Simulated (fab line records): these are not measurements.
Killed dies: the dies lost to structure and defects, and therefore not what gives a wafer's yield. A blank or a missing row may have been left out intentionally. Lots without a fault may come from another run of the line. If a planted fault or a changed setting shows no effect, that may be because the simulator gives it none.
Chamber matching :: flow nand_harc :: 4 sister chambers for NHARC_A_STAIRCASE_ETCH_313 on rie_diel-13
The step etches the open film in CF4/CHF3. 20 wafers are shown with their chamber, then 10 later ones without.

## EACH WAFER AND ITS CHAMBER
wafer: L074.1
chamber: 2
showerhead_plenum_p_Torr (Torr): 1.52
drypump_motor_current_A (A): 5.8
rf_vpp_V (V): 369.1

wafer: L074.3
chamber: 0
showerhead_plenum_p_Torr (Torr): 1.62
drypump_motor_current_A (A): 5.9
rf_vpp_V (V): 372.0

wafer: L074.6
chamber: 3
showerhead_plenum_p_Torr (Torr): 1.59
drypump_motor_current_A (A): 5.9
rf_vpp_V (V): 371.5

wafer: L077.3
chamber: 3
showerhead_plenum_p_Torr (Torr): 1.58
drypump_motor_current_A (A): 5.9
rf_vpp_V (V): 371.1

wafer: L077.4
chamber: 0
showerhead_plenum_p_Torr (Torr): 1.62
drypump_motor_current_A (A): 5.9
rf_vpp_V (V): 371.6

wafer: L077.6
chamber: 2
showerhead_plenum_p_Torr (Torr): 1.52
drypump_motor_current_A (A): 5.8
rf_vpp_V (V): 369.4

wafer: L078.2
chamber: 1
showerhead_plenum_p_Torr (Torr): 1.61
drypump_motor_current_A (A): 6.0
rf_vpp_V (V): 370.7

wafer: L078.3
chamber: 3
showerhead_plenum_p_Torr (Torr): 1.58
drypump_motor_current_A (A): 5.9
rf_vpp_V (V): 369.8

wafer: L078.5
chamber: 1
showerhead_plenum_p_Torr (Torr): 1.61
drypump_motor_current_A (A): 6.0
rf_vpp_V (V): 371.9

wafer: L081.2
chamber: 3
showerhead_plenum_p_Torr (Torr): 1.58
drypump_motor_current_A (A): 5.9
rf_vpp_V (V): 370.1

wafer: L081.4
chamber: 1
showerhead_plenum_p_Torr (Torr): 1.61
drypump_motor_current_A (A): 5.9
rf_vpp_V (V): 372.4

wafer: L081.6
chamber: 1
showerhead_plenum_p_Torr (Torr): 1.61
drypump_motor_current_A (A): 5.9
rf_vpp_V (V): 372.7

wafer: L082.3
chamber: 3
showerhead_plenum_p_Torr (Torr): 1.58
drypump_motor_current_A (A): 5.9
rf_vpp_V (V): 369.8

wafer: L082.4
chamber: 1
showerhead_plenum_p_Torr (Torr): 1.61
drypump_motor_current_A (A): 5.9
rf_vpp_V (V): 371.7

wafer: L082.6
chamber: 1
showerhead_plenum_p_Torr (Torr): 1.61
drypump_motor_current_A (A): 5.9
rf_vpp_V (V): 371.7

wafer: L085.1
chamber: 2
showerhead_plenum_p_Torr (Torr): 1.51
drypump_motor_current_A (A): 5.8
rf_vpp_V (V): 368.4

wafer: L085.2
chamber: 3
showerhead_plenum_p_Torr (Torr): 1.58
drypump_motor_current_A (A): 5.9
rf_vpp_V (V): 371.2

wafer: L085.3
chamber: 0
showerhead_plenum_p_Torr (Torr): 1.61
drypump_motor_current_A (A): 5.9
rf_vpp_V (V): 372.5

wafer: L088.1
chamber: 3
showerhead_plenum_p_Torr (Torr): 1.57
drypump_motor_current_A (A): 5.9
rf_vpp_V (V): 369.6

wafer: L088.4
chamber: 0
showerhead_plenum_p_Torr (Torr): 1.61
drypump_motor_current_A (A): 5.9
rf_vpp_V (V): 372.8

SIGNATURES, as means of the wafers listed above
reading: showerhead_plenum_p_Torr
chamber 0: 1.6150
chamber 1: 1.6100
chamber 2: 1.5167
chamber 3: 1.5800
scatter within a chamber: 0.00479

reading: drypump_motor_current_A
chamber 0: 5.900
chamber 1: 5.933
chamber 2: 5.800
chamber 3: 5.900
scatter within a chamber: 0.0289

reading: rf_vpp_V
chamber 0: 372.225
chamber 1: 371.850
chamber 2: 368.967
chamber 3: 370.443
scatter within a chamber: 0.687
Rule: a wafer lies at a distance from a chamber equal to the root of the sum of squares, over the readings, of (its reading less the chamber's mean, divided by the reading's scatter). The wafer belongs to the nearest chamber; if the next one is less than 2 further off, it can't be placed. The scatter: take each reading less its chamber's mean, square it, sum over the shown wafers, divide by the number of wafers less the number of chambers, and take the root.

## WAFERS WITHOUT THEIR CHAMBER
wafer: L088.5
showerhead_plenum_p_Torr (Torr): 1.51
drypump_motor_current_A (A): 5.8
rf_vpp_V (V): 368.2

wafer: L092.4
showerhead_plenum_p_Torr (Torr): 1.57
drypump_motor_current_A (A): 5.9
rf_vpp_V (V): 370.0

wafer: L092.5
showerhead_plenum_p_Torr (Torr): 1.57
drypump_motor_current_A (A): 5.9
rf_vpp_V (V): 371.1

wafer: L092.6
showerhead_plenum_p_Torr (Torr): 1.50
drypump_motor_current_A (A): 5.8
rf_vpp_V (V): 369.4

wafer: L094.1
showerhead_plenum_p_Torr (Torr): 1.57
drypump_motor_current_A (A): 5.9
rf_vpp_V (V): 370.7

wafer: L094.2
showerhead_plenum_p_Torr (Torr): 1.61
drypump_motor_current_A (A): 5.8
rf_vpp_V (V): 372.3

wafer: L094.4
showerhead_plenum_p_Torr (Torr): 1.50
drypump_motor_current_A (A): 5.8
rf_vpp_V (V): 367.9

wafer: L096.2
showerhead_plenum_p_Torr (Torr): 1.50
drypump_motor_current_A (A): 5.8
rf_vpp_V (V): 368.7

wafer: L096.4
showerhead_plenum_p_Torr (Torr): 1.60
drypump_motor_current_A (A): 5.9
rf_vpp_V (V): 371.6

wafer: L096.5
showerhead_plenum_p_Torr (Torr): 1.57
drypump_motor_current_A (A): 5.9
rf_vpp_V (V): 371.9

## WHICH CHAMBER EACH WENT THROUGH
wafer: L088.5
from the rows above: 2
in truth: 2

wafer: L092.4
from the rows above: 3
in truth: 3

wafer: L092.5
from the rows above: 3
in truth: 3

wafer: L092.6
from the rows above: 2
in truth: 2

wafer: L094.1
from the rows above: 3
in truth: 3

wafer: L094.2
from the rows above: can't be placed: 0 or 1
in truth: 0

wafer: L094.4
from the rows above: 2
in truth: 2

wafer: L096.2
from the rows above: 2
in truth: 2

wafer: L096.4
from the rows above: can't be placed: 1 or 0
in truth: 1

wafer: L096.5
from the rows above: 3
in truth: 3
Placed correctly: 8 of 10. From these rows, 2 cannot be placed; in 2 the true chamber is one of the candidates. 0 placed wrongly.
